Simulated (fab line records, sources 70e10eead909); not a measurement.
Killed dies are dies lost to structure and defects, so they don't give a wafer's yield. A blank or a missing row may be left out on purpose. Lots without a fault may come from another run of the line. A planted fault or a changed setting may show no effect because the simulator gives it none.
Chamber matching | flow nand_harc | NHARC_P_CONTACT_STRIP_28 on rie_diel-13: 4 sister chambers
The step strips in O2. 4 wafers are shown with their chamber, then 7 later ones without.

WAFERS WITH THEIR CHAMBER
wafer  | chamber | showerhead_plenum_p_Torr (Torr)
L076.4 | 2       | 3.75
L086.3 | 0       | 3.32
L089.1 | 3       | 3.33
L089.3 | 1       | 3.31

WAFERS WITHOUT THEIR CHAMBER
wafer  | showerhead_plenum_p_Torr (Torr)
L089.6 | 3.32
L093.2 | 3.74
L093.4 | 3.32
L093.5 | 3.32
L095.3 | 3.31
L095.4 | 3.32
L095.6 | 3.31

WHICH CHAMBER EACH WENT THROUGH
wafer  | from the rows above | in truth
L089.6 | 0                   | 0
L093.2 | 2                   | 2
L093.4 | 0                   | 0
L093.5 | 0                   | 0
L095.3 | 1                   | 1
L095.4 | 0                   | 0
L095.6 | 1                   | 1
Placed correctly: 7 of 7. Can't be placed from these rows: 0. Placed wrongly: 0.
How it was worked out, from the rows above alone: a wafer's distance from a chamber is the root of the sum, over the readings, of the square of ((its reading less the chamber's mean) divided by the reading's scatter). The wafer belongs to the nearest chamber; if the next one is less than 2 further off, it can't be placed. A chamber's mean is the mean of its shown wafers. The scatter: with one shown wafer a chamber, the root of the mean of the squares of how far each hidden wafer lies from its nearest shown one.
